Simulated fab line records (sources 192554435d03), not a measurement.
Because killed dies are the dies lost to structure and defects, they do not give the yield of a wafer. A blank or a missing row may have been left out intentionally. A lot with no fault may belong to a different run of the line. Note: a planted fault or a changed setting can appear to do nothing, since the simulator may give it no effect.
Matching of chambers    flow n5 finfet    N5_BEOL_M15_ETCH_61 on rie diel-01 has 4 sister chambers
The step etches BARC in N2/H2, target depth 89 nm, overetch 26.7 nm, time 67.9 s. 8 wafers are shown with their chamber, then 8 later ones without.

== WAFERS WITH THEIR CHAMBER ==
wafer   chamber  showerhead plenum p Torr (Torr)  drypump motor current A (A)
L075.3  1        2.60                             5.48
L077.5  1        2.60                             5.49
L078.2  0        2.42                             5.44
L078.3  2        2.59                             5.76
L081.3  3        2.56                             5.15
L081.4  2        2.59                             5.77
L081.5  0        2.42                             5.41
L087.1  3        2.55                             5.17

== WAFERS WITHOUT THEIR CHAMBER ==
wafer   showerhead plenum p Torr (Torr)  drypump motor current A (A)
L087.5  2.42                             5.43
L087.6  2.55                             5.14
L091.1  2.58                             5.75
L091.4  2.41                             5.42
L091.5  2.41                             5.43
L094.1  2.55                             5.17
L094.2  2.58                             5.50
L094.6  2.58                             5.49

== EACH ONE'S CHAMBER ==
wafer   from the rows above  in truth
L087.5  0                    0
L087.6  3                    3
L091.1  2                    2
L091.4  0                    0
L091.5  0                    0
L094.1  3                    3
L094.2  1                    1
L094.6  1                    1
Placed correctly: 8 of 8. From these rows, 0 cannot be placed. Number placed wrongly: 0.
How it was worked out, from the rows above alone: a wafer's distance from a chamber is the root of the sum, over the readings, of the square of ((its reading less the chamber's mean) divided by the reading's scatter). The wafer belongs to the nearest chamber; if the next one is less than 2 further off, it can't be placed. For every chamber, the mean is computed from those of its wafers that are shown. The scatter is the square root of a quotient: the sum, over the shown wafers, of each reading's squared deviation from its chamber's mean, divided by wafers minus chambers.
